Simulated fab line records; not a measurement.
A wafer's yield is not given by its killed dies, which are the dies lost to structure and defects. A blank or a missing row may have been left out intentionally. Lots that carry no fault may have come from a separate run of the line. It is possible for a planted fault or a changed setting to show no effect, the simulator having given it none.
Split-lot trial    flow n5_finfet    21 wafers read across 7 lots, on a route 1938 steps long

== ABOUT THE SPLIT ==
At N5_BEOL_M13_COAT_58 (time 60 s, resist thk 89 nm), the setting spin_rpm was moved away from the recipe's 1500 rpm on 8 of the 21 wafers read, by -7.4% to +8.8%. For the rest of the wafers, this setting stayed at what the recipe calls for.

== FROM THE SPLIT TO THE READING: what the file shows between them, 6 steps ==
- N5_BEOL_M13_EXPOSE_07: exposes mask V12 (also split here: dose_mj)
- N5_BEOL_M13_PEB_08: peb time 90 s
- N5_BEOL_M13_DEVELOP_09: develop time 45 s
- N5_BEOL_M13_HARDBAKE_14: time 120 s
- N5_BEOL_M13_CD_MEAS_10: target cd 190 nm
- N5_BEOL_M13_DESCUM_15: chemistry O2, time 7.9 s

== THE READING ==
etch.depth_nm (the simulator's own value, which no gauge read), in nm, at N5_BEOL_M13_ETCH_59 (etches BARC in N2/H2, target depth 89 nm, overetch 26.7 nm, time 67.9 s). The file does not state a usual value for it. Average 89.00 nm, standard deviation 0.15 nm, over the 13 wafers here run with the recipe.

wafer   tool, chamber at the split  spin_rpm as run, rpm  against the recipe  etch.depth_nm, nm  against lot-mates on the recipe
L083.2  litho_track-04, 0           1500                  recipe              89.04              -
L083.3  litho_track-04, 0           1500                  recipe              89.16              -
L083.4  litho_track-04, 0           1500                  recipe              88.99              -
L086.2  litho_track-02, 0           1500                  recipe              89.19              -
L086.3  litho_track-02, 0           1500                  recipe              89.01              -
L086.6  litho_track-02, 0           1500                  recipe              88.66              -
L088.2  litho_track-02, 0           1389                  -7.4%               92.58              +3.48
L088.3  litho_track-02, 0           1389                  -7.4%               92.62              +3.52
L088.6  litho_track-02, 0           1500                  recipe              89.1               -
L090.4  litho_track-02, 0           1632                  +8.8%               85.67              -3.30
L090.5  litho_track-02, 0           1500                  recipe              88.97              -
L090.6  litho_track-02, 0           1632                  +8.8%               85.43              -3.54
L092.2  litho_track-05, 0           1407                  -6.2%               91.9               +2.93
L092.3  litho_track-05, 0           1500                  recipe              88.97              -
L092.5  litho_track-05, 0           1407                  -6.2%               91.82              +2.85
L094.1  litho_track-02, 0           1592                  +6.1%               86.57              -2.49
L094.2  litho_track-02, 0           1500                  recipe              89.01              -
L094.3  litho_track-02, 0           1500                  recipe              89.11              -
L096.3  litho_track-02, 0           1500                  recipe              89.1               -
L096.4  litho_track-02, 0           1500                  recipe              88.73              -
L096.5  litho_track-02, 0           1414                  -5.7%               91.79              +2.88

THE FIT
A straight line over all 21 wafers: etch.depth_nm changes by -0.435 nm for each +1% of spin_rpm; r = -0.99; the points scatter about the line by 0.21 nm.
The same after taking each lot's own level away (the mean of its wafers on the recipe; 21 wafers): -0.434 nm for each +1%; r = -1.00; scatter 0.2 nm.
Per that fit: largest spin_rpm move, reading shift of 3.8 nm.
The lots' own levels span 88.915 to 89.100 nm, that is 1.2 times the standard deviation above.
Consequently the slope shifts little with the lot-to-lot level, the two slopes agreeing.
Check: for one of the wafers moved furthest among these (+8.8%), held out of the fit, the line's prediction against its lot-mates is -3.84 nm. Against them it came out at -3.3 nm.

== ADDITIONAL SPLITS CARRIED BY THESE WAFERS ==
These wafers also went through other splits before the reading. Each is held against what the fit with the lots' levels taken away leaves over:
other split on the same wafers  wafers away from the commonest value  r with etch.depth_nm (lot level and that fit taken away)
N5_BEOL_M12_COAT_66 spin_rpm    6                                     +0.01
N5_BEOL_M13_EXPOSE_07 dose_mj   11                                    -0.25

== THE WHOLE CHAIN: every reading that the file lists as answering this split, in the file's order ==
step                  what it does                                                             reading                                                                           change (the file's fit)                r (the file's)
N5_BEOL_M13_COAT_58   time 60 s, resist thk 89 nm                                              BARC_of_BEOL_M13_COAT_58.thk_nm (the simulator's own value, which no gauge read)  -0.437 nm for each +1% of the setting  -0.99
N5_BEOL_M13_ETCH_59   etches BARC in N2/H2, target depth 89 nm, overetch 26.7 nm, time 67.9 s  etch.depth_nm (the simulator's own value, which no gauge read)                    -0.438 nm for each +1% of the setting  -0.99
N5_BEOL_M13_STRIP_64  strips in N2/H2                                                          strip_time_to_endpoint_s                                                          withheld for each +1% of the setting   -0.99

== THE FILE'S OWN FIT ==
etch.depth_nm changes by -0.438 nm for each +1% of spin_rpm, r = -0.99.
